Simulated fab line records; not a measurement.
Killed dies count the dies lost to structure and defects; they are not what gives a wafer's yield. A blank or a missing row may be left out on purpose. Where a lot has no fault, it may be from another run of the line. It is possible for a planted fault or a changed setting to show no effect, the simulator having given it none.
The tool behind it: which one?	flow n5-finfet	11 lots with 33 wafers sampled at 2 steps, on a route of 1938 steps

## WHAT THE GAUGES READ, wafer by wafer
N5_BEOL_M0_CUTY_CD_MEAS_57 targets a cd of 200 nm.
lot	measured	on	cd-nm (nm)
L074	day 6 07:32	cd-sem-02	199.6 199.4 199.2
L078	day 7 00:59	cd-sem-01	199.9 199.8 198.8
L080	day 7 07:29	cd-sem-01	199.5 199.1 199.6
L082	day 7 19:45	cd-sem-01	199.6 199.8 201.5
L084	day 8 15:42	cd-sem-01	201.1 198.8 201.1
L085	day 9 16:30	cd-sem-02	198.3 198.6 197.0
L088	day 10 01:56	cd-sem-03	199.4 201.0 200.3
L091	day 10 07:08	cd-sem-01	199.4 197.8 198.1
L092	day 10 15:01	cd-sem-03	200.3 200.3 200.4
L094	day 10 22:23	cd-sem-02	199.2 199.5 199.7
L096	day 11 04:58	cd-sem-03	199.3 201.6 200.1

## TOOL THAT RAN EACH LOT (tool first, then ch and the chambers of the sampled wafers, then the start)
lot	N5_BEOL_M0_SAQP_DESCUM_19
L074	rie-diel-02 ch 1,2,3, day 6 02:19
L078	rie-diel-02 ch 0,1,2, day 6 19:47
L080	rie-diel-02 ch 0,2,3, day 7 00:53
L082	rie-diel-01 ch 0,1,2, day 7 14:37
L084	rie-diel-06 ch 0,1,2, day 8 08:04
L085	rie-diel-06 ch 1,2,3, day 9 04:55
L088	rie-diel-06 ch 0,3, day 9 20:14
L091	rie-diel-06 ch 0,3, day 10 01:31
L092	rie-diel-02 ch 0,1, day 10 08:56
L094	rie-diel-02 ch 0,2,3, day 10 14:11
L096	rie-diel-06 ch 0,1,3, day 11 00:02
- N5_BEOL_M0_SAQP_DESCUM_19: chemistry O2, time 7.9 s.

## THE ANSWER, worked out from the rows above alone
Rule: the usual values come from the lots themselves. Put in order of their means at a reading, lots are off if they are a third of the lots or fewer, leave a main group of 4 or more, and stand apart from it by a gap of 3 or more times the standard deviation of the main group's means; of several such gaps the widest counts. Not used: any main group whose means are identical at the precision the tables above print for the reading. A lot without any number at a reading at which 4 lots or more have one is off too. Any other lot the step has rows for is counted as sound.
No lot is off on any of the readings shown, so nothing can be concluded from this.

## WHAT THE SIMULATOR HAD PUT IN
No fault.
